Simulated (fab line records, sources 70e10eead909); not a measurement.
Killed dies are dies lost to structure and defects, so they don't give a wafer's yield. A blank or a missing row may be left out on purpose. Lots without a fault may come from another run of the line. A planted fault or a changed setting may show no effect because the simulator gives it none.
A struck lot beside a sound one | flow nand_harc | 25 steps out of a route of 1302
Sound: wafers L835.2, L835.3, L835.4. Struck: wafers L843.3, L843.4, L843.5. The cause comes at the end.
At each step with rows: each side's tool, then ch and its chambers, then its first start. Under that, the readings that differ: sound wafers | struck wafers | difference of the means | sigmas: that difference in standard deviations of wafers without a fault.
alike: readings whose means differ by less than 2 such deviations, and words and numbers that are the same on both sides. not compared: withheld readings, readings that some wafer has no value for, bounds like >300 that may hide the same value, and numbers for which the record gives no deviation and whose values overlap.
The two part at a step that has a row with sigmas, a row that says differs or no value, or rows on one side only. Numbers that don't overlap but have no deviation are shown without sigmas and don't part them. A reading that every wafer of one side lacks parts them only if that side has two wafers or more.

first, 3 steps without rows for these wafers: NHARC_A_CHANNEL_HOLE_D2_DESCUM_15 (chemistry O2, time 3 s); NHARC_A_CHANNEL_HOLE_D2_ETCH_38 (etches the open film in CF4, target depth 39 nm, time 65 s); NHARC_A_CHANNEL_HOLE_D2_ETCH_39 (etches the open film in N2/H2, target depth 260 nm, time 325 s).
NHARC_A_CHANNEL_HOLE_D2_ETCH_34: etches the open film in CF4/CHF3, target depth 154 nm, time 77 s.
  sound on rie_diel-09 ch 1,3; struck on rie_diel-04 ch 1,2,3
  reading                     | sound       | struck      | difference | sigmas
  drypump_motor_current_A (A) | 5.8 6.8 6.8 | 5.0 5.7 5.8 | -1.0       | -2
  alike: bias_w, cf4_flow_sccm, oes_product_au, rf_vpp_V, showerhead_plenum_p_Torr, throttle_valve_pct
  not compared: rf_hours_counter_h
then, 1 step without rows for these wafers: NHARC_A_CHANNEL_HOLE_D2_ETCH_16 (etches the open film in O2/COS, target depth 3100 nm, time 806 s).
NHARC_A_CHANNEL_HOLE_D2_CD_MEAS_18:
  sound on cd_sem-02, day 12 22:52; struck on cd_sem-02, day 16 20:09
  alike: cd_nm
then, 1 step without rows for these wafers: NHARC_A_CHANNEL_HOLE_D2_ETCH_19 (etches the open film in C4F8/O2/Ar, time 34.5 s).
NHARC_A_CHANNEL_HOLE_D2_ETCH_20: etches the open film in C4F8/O2/Ar, time 361.9 s, target depth 1600 nm.
  sound on har_etch-01 ch 0,1, day 13 02:46; struck on har_etch-01 ch 0,1, day 16 20:26
  alike: c4f8_flow_sccm, chamber_pressure_mTorr, drypump_motor_current_A, showerhead_plenum_p_Torr, throttle_valve_pct
  not compared: rf_hours_counter_h
then, 3 steps without rows for these wafers: NHARC_A_CHANNEL_HOLE_D2_ETCH_21 (etches the open film in C4F8/O2/Ar, time 514.3 s, target depth 1600 nm); NHARC_A_CHANNEL_HOLE_D2_ETCH_22 (etches the open film in C4F8/O2/Ar, time 666.7 s, target depth 1600 nm); NHARC_A_CHANNEL_HOLE_D2_ETCH_23 (etches the open film in C4F8/O2/Ar, time 819 s, target depth 1600 nm).
NHARC_A_CHANNEL_HOLE_D2_ETCH_24: etches the open film in C4F8/O2/Ar, time 906.2 s, target depth 1500 nm.
  sound on har_etch-01 ch 0,1, day 13 04:47; struck on har_etch-01 ch 0,1, day 16 22:36
  alike: c4f8_flow_sccm, chamber_pressure_mTorr, drypump_motor_current_A, showerhead_plenum_p_Torr, throttle_valve_pct
  not compared: rf_hours_counter_h
NHARC_A_CHANNEL_HOLE_D2_ETCH_25: etches the open film in C4F8/O2/Ar, time 1040.2 s, target depth 1500 nm.
  sound on har_etch-01 ch 0,1, day 13 05:34; struck on har_etch-01 ch 0,1, day 16 23:25
  no value came back on the struck wafers for any of 5 readings (c4f8_flow_sccm (sccm), chamber_pressure_mTorr (mTorr) and others); on the sound wafers c4f8_flow_sccm (sccm) reads 93.58 94.25 93.90
  not compared: rf_hours_counter_h
NHARC_A_CHANNEL_HOLE_D2_ETCH_26: etches the open film in C4F8/O2/Ar, time 224.1 s, target depth 300 nm.
  sound on har_etch-01 ch 0,1, day 13 06:27; struck on har_etch-01 ch 0,1, day 17 00:04
  alike: bias_v, c4f8_flow_sccm, drypump_motor_current_A, showerhead_plenum_p_Torr, throttle_valve_pct
  not compared: rf_hours_counter_h
then, 4 steps without rows for these wafers: NHARC_A_CHANNEL_HOLE_D2_ETCH_27 (etches the open film in C4F8/O2/Ar, time 90 s, target depth 400 nm); NHARC_A_CHANNEL_HOLE_D2_STRIP_41 (strips in N2/H2); NHARC_A_CHANNEL_HOLE_D2_STRIP_42 (strips in CF4/CHF3); NHARC_A_CHANNEL_HOLE_D2_STRIP_43 (strips in O2/COS).
NHARC_A_CHANNEL_HOLE_D2_ETCH_44: etches the open film in CF4/O2, target depth 140 nm, overetch 14 nm, time 77 s.
  sound on rie_diel-09 ch 1,2,3, day 13 07:24; struck on rie_diel-04 ch 0,1,2, day 17 01:00
  reading                            | sound             | struck            | difference | sigmas
  model.A_CHANNEL_HOLE_D2.cd_nm (nm) | 88.17 87.09 90.07 | 102.4 100.6 94.74 | +10.8      |
  alike: bias_w, cf4_flow_sccm, drypump_motor_current_A, oes_product_au, rf_vpp_V, showerhead_plenum_p_Torr, throttle_valve_pct
  not compared: rf_hours_counter_h
NHARC_A_CHANNEL_HOLE_D2_STRIP_28: strips in O2.
  sound on rie_diel-09 ch 1,2,3; struck on rie_diel-04 ch 0,1,2
  alike: drypump_motor_current_A, oes_product_au, rf_vpp_V, showerhead_plenum_p_Torr, throttle_valve_pct
  not compared: rf_hours_counter_h
then, 2 steps without rows for these wafers: NHARC_A_CHANNEL_HOLE_D2_PRECLEAN_29 (cleans in SC1); NHARC_A_CHANNEL_HOLE_D2_SRD_30.
NHARC_A_CHANNEL_HOLE_D2_CD_MEAS_31:
  sound on cd_sem-02, day 13 08:11; struck on cd_sem-01, day 17 01:47
  reading    | sound          | struck        | difference | sigmas
  cd_nm (nm) | 87.2 86.2 90.8 | -0.5 -0.3 0.6 | -88.1      | -59
NHARC_A_CHANNEL_HOLE_D2_XSEM_32:
  sound on xsem-02 ch 0, day 13 08:17; struck on xsem-02 ch 0, day 17 01:53
  reading        | sound          | struck         | difference | sigmas
  bot_cd_nm (nm) | 72.0 71.7 77.0 | 0.0 0.0 0.3    | -73.5      | -46
  bow_nm (nm)    | 8.57 8.61 8.62 | 0.73 0.74 0.73 | -7.87      | -29
  alike: tilt_deg
NHARC_A_CHANNEL_HOLE_D2_INSPECT_40:
  sound on defect_inspect-02, day 13 08:23; struck on defect_inspect-02, day 17 01:59
  alike: raw_defect_count

WHERE THEY PART
First at NHARC_A_CHANNEL_HOLE_D2_ETCH_34; last, within this record, at NHARC_A_CHANNEL_HOLE_D2_XSEM_32. Later steps at which nothing parts them and some readings are alike: NHARC_A_CHANNEL_HOLE_D2_INSPECT_40.

WHY: what the simulator had put in
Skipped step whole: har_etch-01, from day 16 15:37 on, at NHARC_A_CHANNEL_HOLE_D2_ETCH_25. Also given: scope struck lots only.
